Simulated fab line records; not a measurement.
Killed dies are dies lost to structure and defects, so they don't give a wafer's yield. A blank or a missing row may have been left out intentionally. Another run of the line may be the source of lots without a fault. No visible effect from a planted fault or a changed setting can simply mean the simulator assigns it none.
Which of the tools did it? + flow n5Finfet + 24 lots, 72 wafers sampled, at 5 steps of a route of 1938

WHAT THE GAUGES SHOWED, per wafer
N5_BEOL_M4_CD_MEAS_28: target cd 26.2 nm, target cd y 24.1 nm. Usual: cdNm 26.14 nm, standard deviation 0.24.
| lot  | measured     | on       | cdNm (nm)         | flag |
|------|--------------|----------|-------------------|------|
| L074 | day 8 00:44  | cdSem-02 | 26.39 26.14 26.62 |      |
| L075 | day 9 21:20  | cdSem-03 | 26.15 26.03 25.62 |      |
| L077 | day 10 13:52 | cdSem-03 | 25.65 26.13 26.14 |      |
| L078 | day 10 15:01 | cdSem-02 | 26.47 25.83 26.27 |      |
| L076 | day 10 15:19 | cdSem-02 | 25.64 26.05 25.85 |      |
| L079 | day 10 20:43 | cdSem-01 | 25.99 26.30 26.43 |      |
| L080 | day 10 23:29 | cdSem-02 | 26.26 26.42 26.26 |      |
| L082 | day 11 00:51 | cdSem-02 | 26.44 26.02 26.29 |      |
| L081 | day 11 03:35 | cdSem-01 | 26.00 26.01 26.16 |      |
| L083 | day 11 15:11 | cdSem-02 | 26.16 26.03 25.91 |      |
| L084 | day 11 18:25 | cdSem-02 | 26.47 26.59 26.21 |      |
| L085 | day 12 16:54 | cdSem-01 | 25.98 25.96 26.28 |      |
| L086 | day 12 19:55 | cdSem-01 | 26.13 25.86 25.97 |      |
| L087 | day 12 20:25 | cdSem-03 | 26.26 26.00 26.02 |      |
| L088 | day 12 20:29 | cdSem-01 | 26.57 26.36 26.35 |      |
| L089 | day 13 16:13 | cdSem-01 | 26.51 26.48 26.08 |      |
| L090 | day 13 22:58 | cdSem-01 | 26.35 26.21 26.40 |      |
| L092 | day 13 23:56 | cdSem-01 | 25.93 25.91 26.18 |      |
| L091 | day 14 00:07 | cdSem-03 | 25.67 25.92 25.82 |      |
| L093 | day 14 00:21 | cdSem-02 | 26.04 26.07 26.41 |      |
| L096 | day 15 15:32 | cdSem-03 | 26.20 26.17 25.95 |      |
| L095 | day 15 16:04 | cdSem-03 | 26.34 25.86 25.91 |      |
| L094 | day 15 18:55 | cdSem-01 | 26.01 25.97 26.32 |      |
| L097 | day 15 20:10 | cdSem-02 | 26.01 25.79 26.35 |      |

N5_BEOL_M4_THK_MEAS_53: measures by xrf. Usual: M4_THK typically reads 40.1 nm, with standard deviation 1.1.
| lot  | measured     | on           | M4_THK (nm)    | flag |
|------|--------------|--------------|----------------|------|
| L074 | day 8 15:11  | filmMetro-01 | 41.0 41.1 41.7 |      |
| L075 | day 10 11:19 | filmMetro-02 | 39.3 39.3 39.3 |      |
| L077 | day 10 18:52 | filmMetro-02 | 40.5 40.9 38.5 |      |
| L078 | day 11 01:21 | filmMetro-01 | 42.3 41.9 40.8 |      |
| L076 | day 11 01:56 | filmMetro-02 | 40.7 41.9 40.8 |      |
| L079 | day 11 10:47 | filmMetro-02 | 40.1 41.6 40.1 |      |
| L080 | day 11 16:41 | filmMetro-01 | 40.5 40.5 40.8 |      |
| L082 | day 11 16:57 | filmMetro-01 | 41.0 40.4 41.2 |      |
| L081 | day 11 14:31 | filmMetro-02 | 40.4 40.6 39.5 |      |
| L083 | day 12 00:59 | filmMetro-02 | 38.8 41.5 41.3 |      |
| L084 | day 12 01:40 | filmMetro-01 | 40.5 41.2 42.4 |      |
| L085 | day 12 23:10 | filmMetro-02 | 39.8 38.4 40.5 |      |
| L086 | day 13 01:43 | filmMetro-01 | 39.4 40.1 39.9 |      |
| L087 | day 13 02:09 | filmMetro-02 | 41.2 40.0 41.4 |      |
| L088 | day 13 02:29 | filmMetro-02 | 40.2 40.2 40.6 |      |
| L089 | day 13 23:59 | filmMetro-01 | 41.3 38.5 39.9 |      |
| L090 | day 14 07:58 | filmMetro-01 | 40.1 40.8 39.8 |      |
| L092 | day 14 11:25 | filmMetro-01 | 36.2 38.1 38.4 |      |
| L091 | day 14 13:22 | filmMetro-01 | 38.9 38.9 39.4 |      |
| L093 | day 14 11:50 | filmMetro-01 | 38.6 39.6 39.4 |      |
| L096 | day 15 21:34 | filmMetro-02 | 39.1 39.8 38.8 |      |
| L095 | day 16 01:13 | filmMetro-01 | 40.1 41.0 41.0 |      |
| L094 | day 16 04:13 | filmMetro-01 | 40.6 38.2 38.8 |      |
| L097 | day 16 07:05 | filmMetro-01 | 37.5 39.3 40.9 |      |

EACH LOT AND THE TOOL THAT RAN IT (in order: tool; ch and the chambers of the sampled wafers; start)
| lot  | N5_BEOL_M4_STRIP_36               | N5_BEOL_M4_SURFACE_TREAT_85 | N5_BEOL_M4_SPUTTER_92       |
|------|-----------------------------------|-----------------------------|-----------------------------|
| L074 | rieDiel-06 ch 1,2,3, day 8 11:10  | pvdSputter-03, day 8 12:08  | pvdSputter-03, day 8 13:56  |
| L075 | rieDiel-04 ch 0,2,3, day 10 05:42 | pvdSputter-03, day 10 06:47 | pvdSputter-02, day 10 08:25 |
| L077 | rieDiel-01 ch 0,1,2, day 10 15:16 | pvdSputter-02, day 10 16:05 | pvdSputter-02, day 10 17:38 |
| L078 | rieDiel-06 ch 1,3, day 10 21:38   | pvdSputter-02, day 10 22:32 | pvdSputter-02, day 11 00:06 |
| L076 | rieDiel-04 ch 0,1,3, day 10 21:59 | pvdSputter-03, day 10 23:08 | pvdSputter-01, day 11 00:43 |
| L079 | rieDiel-01 ch 1,2,3, day 11 06:59 | pvdSputter-02, day 11 07:58 | pvdSputter-01, day 11 09:34 |
| L080 | rieDiel-04 ch 1,2, day 11 12:30   | pvdSputter-03, day 11 13:55 | pvdSputter-01, day 11 15:28 |
| L082 | rieDiel-01 ch 1,2,3, day 11 12:41 | pvdSputter-01, day 11 14:01 | pvdSputter-03, day 11 15:38 |
| L081 | rieDiel-01 ch 0,1, day 11 07:28   | pvdSputter-01, day 11 10:05 | pvdSputter-01, day 11 13:17 |
| L083 | rieDiel-06 ch 0,1,2, day 11 20:42 | pvdSputter-02, day 11 22:03 | pvdSputter-01, day 11 23:39 |
| L084 | rieDiel-06 ch 0,1,2, day 11 21:10 | pvdSputter-03, day 11 22:32 | pvdSputter-03, day 12 00:14 |
| L085 | rieDiel-04 ch 0,1,2, day 12 19:22 | pvdSputter-01, day 12 20:16 | pvdSputter-01, day 12 21:57 |
| L086 | rieDiel-06 ch 2,3, day 12 20:41   | pvdSputter-02, day 12 22:53 | pvdSputter-02, day 13 00:29 |
| L087 | rieDiel-04 ch 1,3, day 12 22:16   | pvdSputter-01, day 12 23:16 | pvdSputter-01, day 13 00:56 |
| L088 | rieDiel-06 ch 1,2, day 12 22:19   | pvdSputter-01, day 12 23:19 | pvdSputter-03, day 13 01:08 |
| L089 | rieDiel-04 ch 0,1, day 13 19:44   | pvdSputter-03, day 13 21:05 | pvdSputter-01, day 13 22:44 |
| L090 | rieDiel-01 ch 1,2, day 14 04:16   | pvdSputter-01, day 14 05:07 | pvdSputter-01, day 14 06:44 |
| L092 | rieDiel-04 ch 1,3, day 14 07:38   | pvdSputter-02, day 14 08:33 | pvdSputter-01, day 14 10:11 |
| L091 | rieDiel-06 ch 0,1,3, day 14 07:40 | pvdSputter-02, day 14 09:09 | pvdSputter-01, day 14 12:01 |
| L093 | rieDiel-01 ch 1,3, day 14 07:51   | pvdSputter-02, day 14 08:56 | pvdSputter-02, day 14 10:37 |
| L096 | rieDiel-01 ch 1,2,3, day 15 17:37 | pvdSputter-02, day 15 18:47 | pvdSputter-02, day 15 20:19 |
| L095 | rieDiel-01 ch 0,2,3, day 15 21:14 | pvdSputter-02, day 15 22:12 | pvdSputter-02, day 15 23:59 |
| L094 | rieDiel-01 ch 2,3, day 16 00:13   | pvdSputter-02, day 16 01:22 | pvdSputter-01, day 16 02:59 |
| L097 | rieDiel-04 ch 1,2,3, day 16 03:08 | pvdSputter-01, day 16 04:14 | pvdSputter-02, day 16 05:52 |
- N5_BEOL_M4_STRIP_36: strips in N2/H2.
- N5_BEOL_M4_SURFACE_TREAT_85
- N5_BEOL_M4_SPUTTER_92: material Cu, target thk 4.5 nm, time 8.29 s.

AS READ BY THE TOOLS THEMSELVES (means over the sampled wafers that have a number; for cases with no such wafer, the mark the record gives instead)
N5_BEOL_M4_STRIP_36. Usual: drypumpMotorCurrentA 5.8 A, standard deviation 0.42; oesProductAu 0.77 a.u., standard deviation 0.058; rfVppV 59.2 V, standard deviation 1.3; showerheadPlenumPTorr 2.57 Torr, standard deviation 0.071; throttleValvePct 23.68 %, standard deviation 0.28.
| lot  | tool       | drypumpMotorCurrentA (A) | oesProductAu (a.u.) | rfVppV (V) | showerheadPlenumPTorr (Torr) | throttleValvePct (%) | flag |
|------|------------|--------------------------|---------------------|------------|------------------------------|----------------------|------|
| L074 | rieDiel-06 | 5.5                      | 0.77                | 57.7       | 2.58                         | 23.64                |      |
| L075 | rieDiel-04 | 6.1                      | 0.78                | 59.0       | 2.65                         | 23.68                |      |
| L077 | rieDiel-01 | 5.9                      | 0.83                | 59.9       | 2.57                         | 23.72                |      |
| L078 | rieDiel-06 | 5.9                      | 0.78                | 59.5       | 2.54                         | 23.67                |      |
| L076 | rieDiel-04 | 6.1                      | 0.82                | 59.4       | 2.63                         | 23.29                |      |
| L079 | rieDiel-01 | 5.9                      | 0.80                | 59.4       | 2.52                         | 23.71                |      |
| L080 | rieDiel-04 | 5.3                      | 0.75                | 59.1       | 2.57                         | 23.52                |      |
| L082 | rieDiel-01 | 5.9                      | 0.80                | 58.2       | 2.52                         | 23.70                |      |
| L081 | rieDiel-01 | 5.8                      | 0.82                | 59.2       | 2.60                         | 23.68                |      |
| L083 | rieDiel-06 | 5.6                      | 0.76                | 58.7       | 2.57                         | 23.79                |      |
| L084 | rieDiel-06 | 5.6                      | 0.75                | 59.2       | 2.57                         | 23.78                |      |
| L085 | rieDiel-04 | 5.7                      | 0.78                | 58.9       | 2.62                         | 23.67                |      |
| L086 | rieDiel-06 | 5.6                      | 0.73                | 59.2       | 2.56                         | 23.68                |      |
| L087 | rieDiel-04 | 6.1                      | 0.74                | 59.2       | 2.59                         | 23.22                |      |
| L088 | rieDiel-06 | 5.5                      | 0.78                | 59.2       | 2.58                         | 23.72                |      |
| L089 | rieDiel-04 | 6.0                      | 0.83                | 58.9       | 2.64                         | 23.40                |      |
| L090 | rieDiel-01 | 5.9                      | 0.78                | 58.8       | 2.52                         | 23.69                |      |
| L092 | rieDiel-04 | 5.7                      | 0.75                | 59.8       | 2.56                         | 23.22                |      |
| L091 | rieDiel-06 | 5.9                      | 0.74                | 59.6       | 2.52                         | 23.80                |      |
| L093 | rieDiel-01 | 5.7                      | 0.75                | 58.8       | 2.54                         | 23.72                |      |
| L096 | rieDiel-01 | 5.9                      | 0.75                | 59.3       | 2.50                         | 23.77                |      |
| L095 | rieDiel-01 | 5.8                      | 0.76                | 59.6       | 2.54                         | 23.84                |      |
| L094 | rieDiel-01 | 5.8                      | 0.74                | 60.2       | 2.49                         | 23.84                |      |
| L097 | rieDiel-04 | 5.7                      | 0.80                | 58.5       | 2.58                         | 23.49                |      |

N5_BEOL_M4_SPUTTER_92. Usual: throttleValvePct 29.8 %, standard deviation 1.1.
| lot  | tool          | throttleValvePct (%) | flag |
|------|---------------|----------------------|------|
| L074 | pvdSputter-03 | 29.2                 |      |
| L075 | pvdSputter-02 | 30.5                 |      |
| L077 | pvdSputter-02 | 30.3                 |      |
| L078 | pvdSputter-02 | 30.6                 |      |
| L076 | pvdSputter-01 | 29.1                 |      |
| L079 | pvdSputter-01 | 29.8                 |      |
| L080 | pvdSputter-01 | 29.6                 |      |
| L082 | pvdSputter-03 | 29.3                 |      |
| L081 | pvdSputter-01 | 29.2                 |      |
| L083 | pvdSputter-01 | 30.3                 |      |
| L084 | pvdSputter-03 | 29.2                 |      |
| L085 | pvdSputter-01 | 29.5                 |      |
| L086 | pvdSputter-02 | 30.0                 |      |
| L087 | pvdSputter-01 | 29.4                 |      |
| L088 | pvdSputter-03 | 28.2                 |      |
| L089 | pvdSputter-01 | 29.8                 |      |
| L090 | pvdSputter-01 | 30.3                 |      |
| L092 | pvdSputter-01 | 30.1                 |      |
| L091 | pvdSputter-01 | 30.7                 |      |
| L093 | pvdSputter-02 | 30.3                 |      |
| L096 | pvdSputter-02 | 29.9                 |      |
| L095 | pvdSputter-02 | 29.7                 |      |
| L094 | pvdSputter-01 | 29.1                 |      |
| L097 | pvdSputter-02 | 30.5                 |      |

THE ANSWER, worked out from the rows above alone
Rule: a lot counts as off when the mean over its wafers that have a number is more than 3 standard deviations away from the usual mean. Also off: a lot with no number at a reading for which 4 or more lots have one. All remaining lots with rows at the step are treated as sound. Order of review: gauges by route order, followed by the tools' own readings, for which a lot's mean as printed above is used. The first step at which some lot is off is used, and at that step the reading that is off furthest; a lot without a number counts as furthest.
Nothing can be told from this: no lot is off at any reading shown.

WHAT THE SIMULATOR HAD PUT IN
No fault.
